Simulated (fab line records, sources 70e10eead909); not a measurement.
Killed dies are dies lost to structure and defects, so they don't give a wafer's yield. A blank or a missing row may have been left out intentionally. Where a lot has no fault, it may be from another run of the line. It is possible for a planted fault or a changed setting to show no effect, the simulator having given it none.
Matching of chambers	flow nand_harc	NHARC_A_STAIRCASE_ETCH_253 on rie_diel-04: 4 sister chambers
The step etches the open film in C4F8/O2, target depth 50 nm, time 20.2 s. 30 wafers are shown with their chamber, then 12 later ones without.

WAFERS PAIRED WITH THEIR CHAMBERS
wafer	chamber	rf_vpp_V (V)	oes_product_au (a.u.)
L075.1	0	893	0.961
L075.2	1	888	0.988
L075.3	3	886	0.951
L075.4	2	905	0.992
L075.5	1	889	0.975
L075.6	2	906	0.996
L078.2	3	887	0.943
L078.5	3	886	0.947
L078.6	0	893	0.950
L077.1	3	887	0.930
L077.2	0	894	0.955
L077.5	1	888	0.944
L080.3	1	887	0.942
L080.4	1	887	0.937
L080.6	0	892	0.933
L083.1	3	887	0.948
L083.2	2	907	0.948
L083.6	1	889	0.945
L085.2	1	888	0.976
L085.4	2	905	0.970
L085.6	0	892	0.939
L086.3	3	887	0.943
L086.4	0	893	0.938
L086.6	3	888	0.952
L087.1	2	905	0.972
L087.3	0	891	0.954
L087.4	1	889	0.978
L090.1	0	892	0.927
L090.3	2	906	0.906
L090.4	3	885	0.904

SIGNATURES (averages over the wafers above)
reading	chamber 0	chamber 1	chamber 2	chamber 3	scatter within a chamber
rf_vpp_V	892.50	888.12	905.67	886.62	0.879
oes_product_au	0.94462	0.96062	0.96400	0.93975	0.0208
Rule: a wafer lies at a distance from a chamber equal to the root of the sum of squares, over the readings, of (its reading less the chamber's mean, divided by the reading's scatter). If the next closest chamber is less than 2 further off than the closest, the wafer can't be placed; otherwise it belongs to the closest. The scatter: the root of (the sum of the squares of (reading less its chamber's mean) over the shown wafers, divided by (wafers less chambers)).

WAFERS WITHOUT THEIR CHAMBER
wafer	rf_vpp_V (V)	oes_product_au (a.u.)
L092.1	908	0.975
L092.2	893	0.983
L092.5	907	0.974
L093.1	905	0.954
L093.4	888	0.969
L093.6	891	0.977
L097.1	905	0.918
L097.3	893	0.932
L097.6	907	0.944
L095.1	887	0.916
L095.4	905	0.938
L095.5	906	0.947

THE CHAMBER EACH PASSED THROUGH
wafer	from the rows above	in truth
L092.1	2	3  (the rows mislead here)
L092.2	0	0
L092.5	2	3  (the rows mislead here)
L093.1	2	2
L093.4	can't be placed: 1 or 3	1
L093.6	can't be placed: 0 or 1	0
L097.1	2	2
L097.3	0	0
L097.6	2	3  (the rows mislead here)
L095.1	can't be placed: 3 or 1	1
L095.4	2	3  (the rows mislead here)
L095.5	2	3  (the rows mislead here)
4 of 12 placed correctly. Unplaceable from these rows: 3, with the true chamber sitting among the candidates in 3. 5 placed wrongly.
